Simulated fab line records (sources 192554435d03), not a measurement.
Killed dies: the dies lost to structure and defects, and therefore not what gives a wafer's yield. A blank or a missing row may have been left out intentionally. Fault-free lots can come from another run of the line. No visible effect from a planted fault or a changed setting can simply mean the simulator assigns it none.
Split-lot trial || flow n5Finfet || 39 wafers read from 7 lots, route of 1938 steps

## SPLIT DETAILS
At N5_DUMMY_GATE_EXPOSE_12 (exposes mask GATE, target cd 25 nm), the setting doseMj was moved away from the recipe's 34 on 15 of the 39 wafers read, by -7.8% to +5.9%. For the rest of the wafers, this setting stayed at what the recipe calls for.

## FROM THE SPLIT TO THE READING: what the file shows between them, 7 steps
- N5_DUMMY_GATE_PEB_13: peb time 60 s
- N5_DUMMY_GATE_DEVELOP_14: develop time 30 s
- N5_DUMMY_GATE_CD_MEAS_15: target cd 25.8 nm
- N5_DUMMY_GATE_STRIP_38: strips in N2/H2
- N5_DUMMY_GATE_STRIP_39: strips in N2/H2
- N5_DUMMY_GATE_TRIM_49: chemistry O2, time 29 s, target cd 14 nm
- N5_DUMMY_GATE_STRIP_40: strips in CF4

## THE READING
At N5_DUMMY_GATE_CD_MEAS_50: cdNm in nanometres, against a target cd of 14 nm. On this fab line, fault-free wafers typically give 14.2 nm with a standard deviation of 0.37 nm.

{"wafer": "L078.1", "tool, chamber at the split": "euvScanner-02, 0", "doseMj as run": 35.77, "against the recipe": "+5.2%", "cdNm, nm": 13.1, "against lot-mates on the recipe": -1.2}
{"wafer": "L078.2", "tool, chamber at the split": "euvScanner-02, 0", "doseMj as run": 35.77, "against the recipe": "+5.2%", "cdNm, nm": 13.5, "against lot-mates on the recipe": -0.8}
{"wafer": "L078.3", "tool, chamber at the split": "euvScanner-02, 0", "doseMj as run": 34, "against the recipe": "recipe", "cdNm, nm": 14.5, "against lot-mates on the recipe": "-"}
{"wafer": "L078.4", "tool, chamber at the split": "euvScanner-02, 0", "doseMj as run": 34, "against the recipe": "recipe", "cdNm, nm": 13.7, "against lot-mates on the recipe": "-"}
{"wafer": "L078.5", "tool, chamber at the split": "euvScanner-02, 0", "doseMj as run": 35.77, "against the recipe": "+5.2%", "cdNm, nm": 12.9, "against lot-mates on the recipe": -1.4}
{"wafer": "L078.6", "tool, chamber at the split": "euvScanner-02, 0", "doseMj as run": 34, "against the recipe": "recipe", "cdNm, nm": 14.6, "against lot-mates on the recipe": "-"}
{"wafer": "L081.1", "tool, chamber at the split": "euvScanner-01, 0", "doseMj as run": 34, "against the recipe": "recipe", "cdNm, nm": 14.4, "against lot-mates on the recipe": "-"}
{"wafer": "L081.2", "tool, chamber at the split": "euvScanner-01, 0", "doseMj as run": 34, "against the recipe": "recipe", "cdNm, nm": 13.1, "against lot-mates on the recipe": "-"}
{"wafer": "L081.3", "tool, chamber at the split": "euvScanner-01, 0", "doseMj as run": 34, "against the recipe": "recipe", "cdNm, nm": 13.7, "against lot-mates on the recipe": "-"}
{"wafer": "L081.4", "tool, chamber at the split": "euvScanner-01, 0", "doseMj as run": 34, "against the recipe": "recipe", "cdNm, nm": 14.0, "against lot-mates on the recipe": "-"}
{"wafer": "L081.5", "tool, chamber at the split": "euvScanner-01, 0", "doseMj as run": 34, "against the recipe": "recipe", "cdNm, nm": 13.9, "against lot-mates on the recipe": "-"}
{"wafer": "L081.6", "tool, chamber at the split": "euvScanner-01, 0", "doseMj as run": 34, "against the recipe": "recipe", "cdNm, nm": 14.2, "against lot-mates on the recipe": "-"}
{"wafer": "L082.1", "tool, chamber at the split": "euvScanner-02, 0", "doseMj as run": 36.01, "against the recipe": "+5.9%", "cdNm, nm": 12.9, "against lot-mates on the recipe": -1.3}
{"wafer": "L082.2", "tool, chamber at the split": "euvScanner-02, 0", "doseMj as run": 36.01, "against the recipe": "+5.9%", "cdNm, nm": 12.4, "against lot-mates on the recipe": -1.8}
{"wafer": "L082.3", "tool, chamber at the split": "euvScanner-02, 0", "doseMj as run": 34, "against the recipe": "recipe", "cdNm, nm": 14.3, "against lot-mates on the recipe": "-"}
{"wafer": "L082.4", "tool, chamber at the split": "euvScanner-02, 0", "doseMj as run": 36.01, "against the recipe": "+5.9%", "cdNm, nm": 12.7, "against lot-mates on the recipe": -1.5}
{"wafer": "L082.5", "tool, chamber at the split": "euvScanner-02, 0", "doseMj as run": 34, "against the recipe": "recipe", "cdNm, nm": 14.4, "against lot-mates on the recipe": "-"}
{"wafer": "L082.6", "tool, chamber at the split": "euvScanner-02, 0", "doseMj as run": 34, "against the recipe": "recipe", "cdNm, nm": 13.9, "against lot-mates on the recipe": "-"}
{"wafer": "L083.1", "tool, chamber at the split": "euvScanner-01, 0", "doseMj as run": 34, "against the recipe": "recipe", "cdNm, nm": 14.5, "against lot-mates on the recipe": "-"}
{"wafer": "L083.2", "tool, chamber at the split": "euvScanner-01, 0", "doseMj as run": 34, "against the recipe": "recipe", "cdNm, nm": 14.1, "against lot-mates on the recipe": "-"}
{"wafer": "L083.3", "tool, chamber at the split": "euvScanner-01, 0", "doseMj as run": 35.96, "against the recipe": "+5.8%", "cdNm, nm": 13.1, "against lot-mates on the recipe": -1.3}
{"wafer": "L083.4", "tool, chamber at the split": "euvScanner-01, 0", "doseMj as run": 35.96, "against the recipe": "+5.8%", "cdNm, nm": 13.5, "against lot-mates on the recipe": -0.9}
{"wafer": "L083.5", "tool, chamber at the split": "euvScanner-01, 0", "doseMj as run": 34, "against the recipe": "recipe", "cdNm, nm": 14.5, "against lot-mates on the recipe": "-"}
{"wafer": "L083.6", "tool, chamber at the split": "euvScanner-01, 0", "doseMj as run": 35.96, "against the recipe": "+5.8%", "cdNm, nm": 13.2, "against lot-mates on the recipe": -1.2}
{"wafer": "L084.2", "tool, chamber at the split": "euvScanner-01, 0", "doseMj as run": 34, "against the recipe": "recipe", "cdNm, nm": 14.2, "against lot-mates on the recipe": "-"}
{"wafer": "L084.3", "tool, chamber at the split": "euvScanner-01, 0", "doseMj as run": 34, "against the recipe": "recipe", "cdNm, nm": 14.8, "against lot-mates on the recipe": "-"}
{"wafer": "L084.6", "tool, chamber at the split": "euvScanner-01, 0", "doseMj as run": 34, "against the recipe": "recipe", "cdNm, nm": 13.7, "against lot-mates on the recipe": "-"}
{"wafer": "L091.1", "tool, chamber at the split": "euvScanner-01, 0", "doseMj as run": 34, "against the recipe": "recipe", "cdNm, nm": 13.7, "against lot-mates on the recipe": "-"}
{"wafer": "L091.2", "tool, chamber at the split": "euvScanner-01, 0", "doseMj as run": 34, "against the recipe": "recipe", "cdNm, nm": 14.0, "against lot-mates on the recipe": "-"}
{"wafer": "L091.3", "tool, chamber at the split": "euvScanner-01, 0", "doseMj as run": 31.36, "against the recipe": "-7.8%", "cdNm, nm": 16.1, "against lot-mates on the recipe": "+2.2"}
{"wafer": "L091.4", "tool, chamber at the split": "euvScanner-01, 0", "doseMj as run": 31.36, "against the recipe": "-7.8%", "cdNm, nm": 15.2, "against lot-mates on the recipe": "+1.3"}
{"wafer": "L091.5", "tool, chamber at the split": "euvScanner-01, 0", "doseMj as run": 34, "against the recipe": "recipe", "cdNm, nm": 14.0, "against lot-mates on the recipe": "-"}
{"wafer": "L091.6", "tool, chamber at the split": "euvScanner-01, 0", "doseMj as run": 31.36, "against the recipe": "-7.8%", "cdNm, nm": 15.3, "against lot-mates on the recipe": "+1.4"}
{"wafer": "L097.1", "tool, chamber at the split": "euvScanner-01, 0", "doseMj as run": 34.69, "against the recipe": "+2.0%", "cdNm, nm": 13.9, "against lot-mates on the recipe": -0.3}
{"wafer": "L097.2", "tool, chamber at the split": "euvScanner-01, 0", "doseMj as run": 34.69, "against the recipe": "+2.0%", "cdNm, nm": 13.9, "against lot-mates on the recipe": -0.3}
{"wafer": "L097.3", "tool, chamber at the split": "euvScanner-01, 0", "doseMj as run": 34.69, "against the recipe": "+2.0%", "cdNm, nm": 13.7, "against lot-mates on the recipe": -0.5}
{"wafer": "L097.4", "tool, chamber at the split": "euvScanner-01, 0", "doseMj as run": 34, "against the recipe": "recipe", "cdNm, nm": 14.3, "against lot-mates on the recipe": "-"}
{"wafer": "L097.5", "tool, chamber at the split": "euvScanner-01, 0", "doseMj as run": 34, "against the recipe": "recipe", "cdNm, nm": 13.9, "against lot-mates on the recipe": "-"}
{"wafer": "L097.6", "tool, chamber at the split": "euvScanner-01, 0", "doseMj as run": 34, "against the recipe": "recipe", "cdNm, nm": 14.5, "against lot-mates on the recipe": "-"}

THE FIT
A straight line over all 39 wafers: cdNm changes by -0.188 nm for each +1% of doseMj; r = -0.87; the points scatter about the line by 0.36 nm.
The same after taking each lot's own level away (the mean of its wafers on the recipe; 39 wafers): -0.216 nm for each +1%; r = -0.92; scatter 0.32 nm.
That fit puts the effect of the largest move of doseMj on the reading at 1.7 nm.
The lots' own levels span 13.88 to 14.37 nm, that is 1.3 times the standard deviation above.
Hence the slope depends on the lot-to-lot level, as the two fits are not the same.
Check: +1.55 nm against its lot-mates is what the line predicts for one of the wafers moved furthest among these (-7.8%) when that wafer is left out of the fit. It came out at +2.2 nm against them.

## THE WHOLE CHAIN: every reading that the file lists as answering this split, in the file's order
{"step": "N5_DUMMY_GATE_CD_MEAS_15", "what it does": "target cd 25.8 nm", "reading": "cdNm", "change (the file's fit)": "-0.173 nm for each +1% of the setting", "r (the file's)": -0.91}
{"step": "N5_DUMMY_GATE_TRIM_49", "what it does": "chemistry O2, time 29 s, target cd 14 nm", "reading": "DUMMY_GATE.cdNm (the simulator's own value, which no gauge read)", "change (the file's fit)": "-0.22 nm for each +1% of the setting", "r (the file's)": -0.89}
{"step": "N5_DUMMY_GATE_CD_MEAS_50", "what it does": "target cd 14 nm", "reading": "cdNm", "change (the file's fit)": "-0.213 nm for each +1% of the setting", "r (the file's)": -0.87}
{"step": "N5_DUMMY_GATE_ETCH_44", "what it does": "etches poly-Si in HBr/O2, stops on SiO2, target depth 127.5 nm", "reading": "DUMMY_GATE.cdNm (the simulator's own value, which no gauge read)", "change (the file's fit)": "-0.227 nm for each +1% of the setting", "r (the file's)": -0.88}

## THE FILE'S OWN FIT
cdNm changes by -0.213 nm for each +1% of doseMj, r = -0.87.
